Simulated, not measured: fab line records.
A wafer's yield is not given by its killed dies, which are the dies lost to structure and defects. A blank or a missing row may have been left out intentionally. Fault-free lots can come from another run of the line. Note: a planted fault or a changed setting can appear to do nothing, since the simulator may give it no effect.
A lot that was struck, set against a sound lot	flow n5-finfet	15 steps out of a route of 1938
Sound: these wafers, L232.1, L232.3, L232.5. Struck: wafer L240.5. (L240.1, L240.4 of the same lot were not struck and are left out.) The cause comes at the end.
Each step with rows lists, per side, the tool, then ch with its chambers, then its first start. Under that, the readings that differ: sound wafers	struck wafers	difference of the means	sigmas: that difference in standard deviations of wafers without a fault.
alike: readings with means less than 2 such deviations apart, plus words and numbers identical on both sides. not compared: withheld readings, readings lacking a value on some wafer, bounds such as >300 that could conceal the same value, and numbers that have no deviation in the record and whose values overlap.
A row with sigmas, a row that says differs or no value, or rows on one side alone: a step with any of these is where the two part. Numbers that don't overlap but have no deviation are shown without sigmas and don't part them. Lack of a reading on every wafer of one side parts them only where that side has two or more wafers.

N5_BEOL_M3_DESCUM_33: chemistry O2, time 7 s.
  sound on rie-diel-04 ch 0,2, day 8 05:40; struck on rie-diel-04 ch 2, day 10 06:07
reading	sound	struck	difference	sigmas
oes-product-au (a.u.)	0.67 0.71 0.67	0.96	+0.28	+3
  alike: drypump-motor-current-A, rf-vpp-V, showerhead-plenum-p-Torr, temp-c, throttle-valve-pct
  not compared: rf-hours-counter-h
then, 1 step without rows for these wafers: N5_BEOL_M3_ETCH_77 (etches underlayer in N2/H2, target depth 6.5 nm, time 5.2 s).
N5_BEOL_M3_ETCH_69: etches SiARC in CF4, target depth 15.6 nm, time 26 s.
  sound on rie-diel-04 ch 0,2, day 8 05:43; struck on rie-diel-04 ch 2, day 10 06:10
reading	sound	struck	difference	sigmas
oes-product-au (a.u.)	0.57 0.60 0.57	0.83	+0.25	+3
  alike: drypump-motor-current-A, etch-rf-on-time-s, rf-vpp-V, showerhead-plenum-p-Torr, throttle-valve-pct
  not compared: rf-hours-counter-h
then, 1 step without rows for these wafers: N5_BEOL_M3_ALD_98 (deposits SiO2, target thk 2.5 nm, pulse time 1 s, co reactant pulse time 1 s).
N5_BEOL_M3_ETCHBACK_99: etches SiO2 in CHF3, target depth 5 nm, time 10.4 s.
  sound on rie-diel-04 ch 2,3, day 8 06:47; struck on rie-diel-04 ch 2, day 10 06:45
reading	sound	struck	difference	sigmas
oes_ar_750_au (a.u.)	0.73 0.69 0.73	0.95	+0.23	+3
oes-product-au (a.u.)	0.72 0.67 0.72	0.97	+0.27	+3
  alike: drypump-motor-current-A, rf-vpp-V, showerhead-plenum-p-Torr, throttle-valve-pct
  not compared: rf-hours-counter-h
then, 3 steps without rows for these wafers: N5_BEOL_M3_ETCH_70 (etches SOC in N2/H2, target depth 80 nm, overetch 16 nm, time 120 s); N5_BEOL_M3_STRIP_71 (strips in N2/H2); N5_BEOL_M3_STRIP_78 (strips in N2/H2).
N5_BEOL_M3_VIA_ETCH_34: etches the open film in C4F6/O2, target depth 69.4 nm, time 65.9 s.
  sound on rie-diel-04 ch 2,3, day 8 06:55; struck on rie-diel-04 ch 2, day 10 06:53
reading	sound	struck	difference	sigmas
oes_ar_750_au (a.u.)	0.73 0.69 0.72	0.96	+0.25	+3
oes-product-au (a.u.)	0.72 0.67 0.72	0.96	+0.26	+3
  alike: drypump-motor-current-A, rf-vpp-V, showerhead-plenum-p-Torr, throttle-valve-pct
  not compared: rf-hours-counter-h
then, 3 steps without rows for these wafers: N5_BEOL_M3_STRIP_83 (strips in C4F6/O2); N5_BEOL_M3_STRIP_36 (strips in N2/H2); N5_BEOL_M3_TRENCH_ETCH_37 (etches SiOC in C4F6/O2, target depth 55.555 nm, time 29.2 s).
N5_BEOL_M3_ETCH_41: etches SiCN in CH3F/O2, target depth 29.9 nm, time 52.5 s.
  sound on rie-diel-04 ch 2,3, day 8 07:03; struck on rie-diel-04 ch 2, day 10 07:01
reading	sound	struck	difference	sigmas
oes-product-au (a.u.)	0.73 0.67 0.73	1.32	+0.61	+7
model.etch.depth-nm (nm)	19.96 19.52 19.9	32.24	+12.45	
  alike: drypump-motor-current-A, rf-vpp-V, showerhead-plenum-p-Torr, throttle-valve-pct
  not compared: rf-hours-counter-h
N5_BEOL_M3_STRIP_97: strips in N2/H2, time 10 s.
  sound: rie-diel-04 ch 2,3; struck: rie-diel-04 ch 2
reading	sound	struck	difference	sigmas
oes-product-au (a.u.)	0.73 0.66 0.72	0.95	+0.25	+3
rf-vpp-V (V)	59.3 59.3 60.6	57.9	-1.8	-2
  alike: drypump-motor-current-A, showerhead-plenum-p-Torr, temp-c, throttle-valve-pct
  not compared: rf-hours-counter-h
N5_BEOL_M4_RC_MEAS_101:
  sound on prober-01 ch 0, day 8 23:05; struck on prober-02 ch 0, day 11 00:00
reading	sound	struck	difference	sigmas
ION_N (uA/um)	686 681 682	663	-20	-2
  alike: DIBL_N, DIBL_P, IOFF_N, IOFF_P, ION_P, SS_N, SS_P, VT_N, VT_P

WHERE THEY PART
At N5_BEOL_M3_DESCUM_33 first; at N5_BEOL_M4_RC_MEAS_101 last (within this record only).

WHY: whatever the simulator had introduced
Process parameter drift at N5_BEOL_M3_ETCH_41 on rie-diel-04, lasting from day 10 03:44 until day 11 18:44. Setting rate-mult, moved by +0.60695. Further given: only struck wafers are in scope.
